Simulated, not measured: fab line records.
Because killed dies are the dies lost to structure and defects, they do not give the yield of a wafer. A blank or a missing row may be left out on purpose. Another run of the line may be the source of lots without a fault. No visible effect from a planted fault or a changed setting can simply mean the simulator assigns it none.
Chamber matching ; flow n5-finfet ; 3 sister chambers for N5_BEOL_M4_PRE_CLEAN_60 on cvd-co-01
The step time 15 s. 6 wafers are shown with their chamber, then 12 later ones without.

== WAFERS, EACH WITH ITS CHAMBER ==
wafer;chamber;heater-power-w (W);rf-fwd-power-W (W)
L087.1;1;105;294.9
L087.5;1;105;295.4
L090.2;0;103;294.1
L091.2;0;104;294.5
L091.3;2;44;297.0
L091.6;2;45;298.0

== WAFERS MISSING THEIR CHAMBER ==
wafer;heater-power-w (W);rf-fwd-power-W (W)
L093.3;44;296.5
L093.4;102;294.1
L093.6;103;296.9
L095.2;104;295.7
L095.3;105;296.0
L095.4;102;295.3
L096.2;46;297.3
L096.4;104;296.1
L096.6;45;296.3
L097.3;103;295.2
L097.5;104;296.6
L097.6;45;298.1

== CHAMBER TAKEN BY EACH ==
wafer;from the rows above;in truth
L093.3;2;2
L093.4;0;0
L093.6;can't be placed: 1 or 0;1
L095.2;can't be placed: 1 or 0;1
L095.3;1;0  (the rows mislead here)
L095.4;can't be placed: 0 or 1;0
L096.2;2;2
L096.4;can't be placed: 1 or 0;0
L096.6;2;2
L097.3;can't be placed: 0 or 1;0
L097.5;can't be placed: 1 or 0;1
L097.6;2;2
Placed correctly: 5 of 12. Can't be placed from these rows: 6 (the true chamber is among the candidates in 6). 1 placed wrongly.
How it was worked out, from the rows above alone: a wafer's distance from a chamber is the root of the sum, over the readings, of the square of ((its reading less the chamber's mean) divided by the reading's scatter). If the next closest chamber is less than 2 further off than the closest, the wafer can't be placed; otherwise it belongs to the closest. A chamber's mean is the mean of its shown wafers. The scatter is the square root of a quotient: the sum, over the shown wafers, of each reading's squared deviation from its chamber's mean, divided by wafers minus chambers.
